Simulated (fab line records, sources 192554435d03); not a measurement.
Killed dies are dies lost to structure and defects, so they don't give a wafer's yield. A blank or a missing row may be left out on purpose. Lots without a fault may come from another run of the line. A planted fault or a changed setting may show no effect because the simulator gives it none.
Split-lot experiment | flow n5_finfet | 7 lots, 21 wafers read, on a route of 1938 steps

THE SPLIT
At N5_BEOL_M9_TRENCH_ETCH_37 (etches SiCOH lowk in C4F6/O2, target depth 151.43 nm, time 49 s), the setting time_s was moved away from the recipe's 49 s on 3 of the 21 wafers read, by +11.5% to +20.1%. The other wafers ran this setting at the recipe's value.

FROM THE SPLIT TO THE READING: what the file shows between them, 11 steps
- N5_BEOL_M9_ETCH_41: etches SiCN in CH3F/O2, target depth 36.6 nm, time 70.1 s
- N5_BEOL_M9_STRIP_80: strips in N2/H2, time 10 s
- N5_BEOL_M9_OCD_MEAS_38
- N5_BEOL_M9_HM_STRIP_39: strips TiN in peroxide tin strip, target depth 25 nm, time 158 s
- N5_BEOL_M9_SRD_40: time 30 s
- N5_BEOL_M9_ECD_50: material Cu, target thk 318 nm
- N5_BEOL_M9_ANNEAL_51: time 90 s
- N5_BEOL_M9_CMP_52: polishes, stops on SiCOH lowk, t overpolish 7 s, target thk 140 nm
- N5_BEOL_M9_THK_MEAS_53: measures by xrf
- N5_BEOL_M9_PRE_CLEAN_55: time 15 s
- N5_BEOL_M9_DEP_56: deposits SiCN from 3MS/NH3, target thk 15 nm, time 26.5 s

THE READING
M9_RS, in ohm/sq, at N5_BEOL_M9_RS_MEAS_57 (measures by four-point-probe). Fault-free wafers of this fab line usually give 0.150 ohm/sq, standard deviation 0.0035 ohm/sq.

wafer  | tool, chamber at the split | time_s as run, s | against the recipe | M9_RS, ohm/sq | against lot-mates on the recipe
L077.1 | rie_diel-06, 2             | 49               | recipe             | 0.150         | -
L077.4 | rie_diel-06, 1             | 49               | recipe             | 0.149         | -
L077.5 | rie_diel-06, 3             | 49               | recipe             | 0.158         | -
L081.1 | rie_diel-01, 2             | 58.87            | +20.1%             | 0.121         | -0.030
L081.3 | rie_diel-01, 0             | 49               | recipe             | 0.152         | -
L081.6 | rie_diel-01, 2             | 49               | recipe             | 0.151         | -
L084.1 | rie_diel-06, 0             | 49               | recipe             | 0.147         | -
L084.4 | rie_diel-06, 0             | 54.63            | +11.5%             | 0.130         | -0.017
L084.6 | rie_diel-06, 2             | 54.63            | +11.5%             | 0.131         | -0.016
L083.1 | rie_diel-01, 0             | 49               | recipe             | 0.152         | -
L083.2 | rie_diel-01, 2             | 49               | recipe             | 0.150         | -
L083.4 | rie_diel-01, 1             | 49               | recipe             | 0.153         | -
L089.3 | rie_diel-06, 0             | 49               | recipe             | 0.155         | -
L089.4 | rie_diel-06, 2             | 49               | recipe             | 0.152         | -
L089.5 | rie_diel-06, 1             | 49               | recipe             | 0.151         | -
L093.1 | rie_diel-05, 3             | 49               | recipe             | 0.146         | -
L093.5 | rie_diel-05, 3             | 49               | recipe             | 0.146         | -
L093.6 | rie_diel-05, 0             | 49               | recipe             | 0.150         | -
L095.4 | rie_diel-05, 1             | 49               | recipe             | 0.149         | -
L095.5 | rie_diel-05, 3             | 49               | recipe             | 0.148         | -
L095.6 | rie_diel-05, 2             | 49               | recipe             | 0.151         | -

THE FIT
A straight line over all 21 wafers: M9_RS changes by -0.00157 ohm/sq for each +1% of time_s; r = -0.95; the points scatter about the line by 0.003 ohm/sq.
The same after taking each lot's own level away (the mean of its wafers on the recipe; 21 wafers): -0.00149 ohm/sq for each +1%; r = -0.97; scatter 0.002 ohm/sq.
On that fit, the largest move of time_s shifts the reading by 0.03 ohm/sq.
The lots' own levels span 0.1470 to 0.1527 ohm/sq, that is 1.6 times the standard deviation above.
So the lot-to-lot level changes the slope little: the two slopes agree.
Check: with one of the wafers moved furthest among these (+20.1%) left out of the fit, the line predicts -0.0289 ohm/sq for it against its lot-mates. It came out at -0.0305 ohm/sq against them.

THE WHOLE CHAIN: every reading that the file lists as answering this split, in the file's order
step                      | what it does                                                       | reading                                                                      | change (the file's fit)              | r (the file's)
N5_BEOL_M9_TRENCH_ETCH_37 | etches SiCOH lowk in C4F6/O2, target depth 151.43 nm, time 49 s    | BEOL_M9.feature_depth_nm (the simulator's own value, which no gauge read)    | +1.6 nm for each +1% of the setting  | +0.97
N5_BEOL_M9_TRENCH_ETCH_37 | etches SiCOH lowk in C4F6/O2, target depth 151.43 nm, time 49 s    | etch.depth_nm (the simulator's own value, which no gauge read)               | +1.59 nm for each +1% of the setting | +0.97
N5_BEOL_M9_OCD_MEAS_38    |                                                                    | trench_depth_nm                                                              | +1.58 nm for each +1% of the setting | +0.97
N5_BEOL_M9_CMP_52         | polishes, stops on SiCOH lowk, t overpolish 7 s, target thk 140 nm | Cu_of_BEOL_M9_ECD_50.thk_nm (the simulator's own value, which no gauge read) | +1.49 nm for each +1% of the setting | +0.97
N5_BEOL_M9_THK_MEAS_53    | measures by xrf                                                    | M9_THK                                                                       | +1.47 for each +1% of the setting    | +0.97
N5_BEOL_M9_RS_MEAS_57     | measures by four-point-probe                                       | M9_RS                                                                        | -0.00146 for each +1% of the setting | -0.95

THE FILE'S OWN FIT
M9_RS changes by -0.00146 ohm/sq for each +1% of time_s, r = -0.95.
